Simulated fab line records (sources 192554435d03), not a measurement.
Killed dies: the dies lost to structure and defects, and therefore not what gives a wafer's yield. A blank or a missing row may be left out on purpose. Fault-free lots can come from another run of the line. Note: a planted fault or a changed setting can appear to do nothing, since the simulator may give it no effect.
Chamber matching -- flow n5 finfet -- N5_STI_FIN_REVEAL_ETCHBACK_08 on rie diel-02 has 4 sister chambers
The step etches SiO2 in C4F6/O2, target depth 30.5 nm, time 10.167 s. 4 wafers are shown with their chamber, then 10 later ones without.

EACH WAFER AND ITS CHAMBER
wafer,chamber,showerhead plenum p Torr (Torr)
L082.6,2,3.01
L085.6,1,2.88
L087.3,0,2.92
L087.4,3,2.76

WAFERS WHOSE CHAMBER IS MISSING
wafer,showerhead plenum p Torr (Torr)
L087.6,2.76
L088.3,3.00
L088.5,2.88
L088.6,3.00
L089.4,3.00
L089.5,2.76
L089.6,2.92
L092.1,2.99
L092.3,2.87
L092.6,2.76

WHICH CHAMBER EACH WENT THROUGH
wafer,from the rows above,in truth
L087.6,3,3
L088.3,2,2
L088.5,1,1
L088.6,2,2
L089.4,2,2
L089.5,3,3
L089.6,0,0
L092.1,2,2
L092.3,1,1
L092.6,3,3
Placed correctly: 10 of 10. Left unplaced by these rows: 0. 0 placed wrongly.
How it was worked out, from the rows above alone: a wafer's distance from a chamber is the root of the sum, over the readings, of the square of ((its reading less the chamber's mean) divided by the reading's scatter). The wafer belongs to the nearest chamber; if the next one is less than 2 further off, it can't be placed. Each chamber's mean is taken over the wafers shown for it. The scatter (one wafer shown for each chamber): square how far every hidden wafer sits from the nearest shown wafer, average those squares and take the square root.
